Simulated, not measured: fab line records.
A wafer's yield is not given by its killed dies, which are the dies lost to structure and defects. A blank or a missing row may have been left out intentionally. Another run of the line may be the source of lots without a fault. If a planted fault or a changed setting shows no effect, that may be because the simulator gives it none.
Matching of chambers	flow nand_harc	pecvd-02 running NHARC_P_M1_PRE_CLEAN_32: 3 sister chambers
The step time 12 s. 3 wafers are shown with their chamber, then 9 later ones without.

## EACH WAFER AND ITS CHAMBER
wafer	chamber	heater_power_w (W)
L089.1	2	564
L091.4	1	575
L091.5	0	571

## WAFERS WITH NO CHAMBER GIVEN
wafer	heater_power_w (W)
L092.4	493
L092.5	636
L092.6	615
L093.1	594
L093.2	676
L093.3	638
L094.1	584
L094.2	667
L094.3	577

## EACH ONE'S CHAMBER
wafer	from the rows above	in truth
L092.4	can't be placed: 2 or 0 or 1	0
L092.5	can't be placed: 1 or 0 or 2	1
L092.6	can't be placed: 1 or 0 or 2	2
L093.1	can't be placed: 1 or 0 or 2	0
L093.2	can't be placed: 1 or 0 or 2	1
L093.3	can't be placed: 1 or 0 or 2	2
L094.1	can't be placed: 1 or 0 or 2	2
L094.2	can't be placed: 1 or 0 or 2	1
L094.3	can't be placed: 1 or 0 or 2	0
0 of 9 placed correctly. Can't be placed from these rows: 9 (the true chamber is among the candidates in 9). Number placed wrongly: 0.
How it was worked out, from the rows above alone: a wafer's distance from a chamber is the root of the sum, over the readings, of the square of ((its reading less the chamber's mean) divided by the reading's scatter). The wafer belongs to the nearest chamber; if the next one is less than 2 further off, it can't be placed. Each chamber's mean is taken over the wafers shown for it. The scatter: root of mean squared gap, hidden wafer to nearest shown wafer, with one shown wafer a chamber.
